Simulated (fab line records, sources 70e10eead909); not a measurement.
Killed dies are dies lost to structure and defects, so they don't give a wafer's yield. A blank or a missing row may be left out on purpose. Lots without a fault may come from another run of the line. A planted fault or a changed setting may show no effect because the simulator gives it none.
Chamber matching | flow nand_harc | NHARC_P_STI_ETCH_15 on rie_si-01: 4 sister chambers
The step etches the open film in HBr/Cl2, target depth 300 nm, time 100.1 s. 8 wafers are shown with their chamber, then 8 later ones without.

WAFERS WITH THEIR CHAMBER
wafer  | chamber | rf_fwd_power_W (W) | oes_product_au (a.u.)
L680.4 | 0       | 398.2              | 0.993
L680.6 | 0       | 398.5              | 1.003
L685.3 | 2       | 395.3              | 0.984
L685.5 | 1       | 398.1              | 0.965
L685.6 | 2       | 394.2              | 0.977
L695.3 | 1       | 397.4              | 1.017
L695.5 | 3       | 395.4              | 1.020
L696.1 | 3       | 393.9              | 1.015

WAFERS WITHOUT THEIR CHAMBER
wafer  | rf_fwd_power_W (W) | oes_product_au (a.u.)
L696.3 | 396.5              | 1.011
L696.4 | 396.8              | 0.992
L698.1 | 397.5              | 1.016
L698.2 | 396.2              | 0.997
L698.5 | 397.0              | 0.999
L699.2 | 395.1              | 1.005
L699.4 | 397.4              | 0.994
L699.6 | 397.9              | 0.994

WHICH CHAMBER EACH WENT THROUGH
wafer  | from the rows above               | in truth
L696.3 | can't be placed: 1 or 3 or 0 or 2 | 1
L696.4 | can't be placed: 1 or 0 or 2 or 3 | 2
L698.1 | can't be placed: 1 or 0           | 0
L698.2 | can't be placed: 1 or 2 or 3 or 0 | 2
L698.5 | can't be placed: 1 or 0           | 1
L699.2 | can't be placed: 3 or 2           | 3
L699.4 | can't be placed: 1 or 0           | 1
L699.6 | can't be placed: 1 or 0           | 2
Placed correctly: 0 of 8. Can't be placed from these rows: 8 (the true chamber is among the candidates in 7). Placed wrongly: 0.
How it was worked out, from the rows above alone: a wafer's distance from a chamber is the root of the sum, over the readings, of the square of ((its reading less the chamber's mean) divided by the reading's scatter). The wafer belongs to the nearest chamber; if the next one is less than 2 further off, it can't be placed. A chamber's mean is the mean of its shown wafers. The scatter: the root of (the sum of the squares of (reading less its chamber's mean) over the shown wafers, divided by (wafers less chambers)).
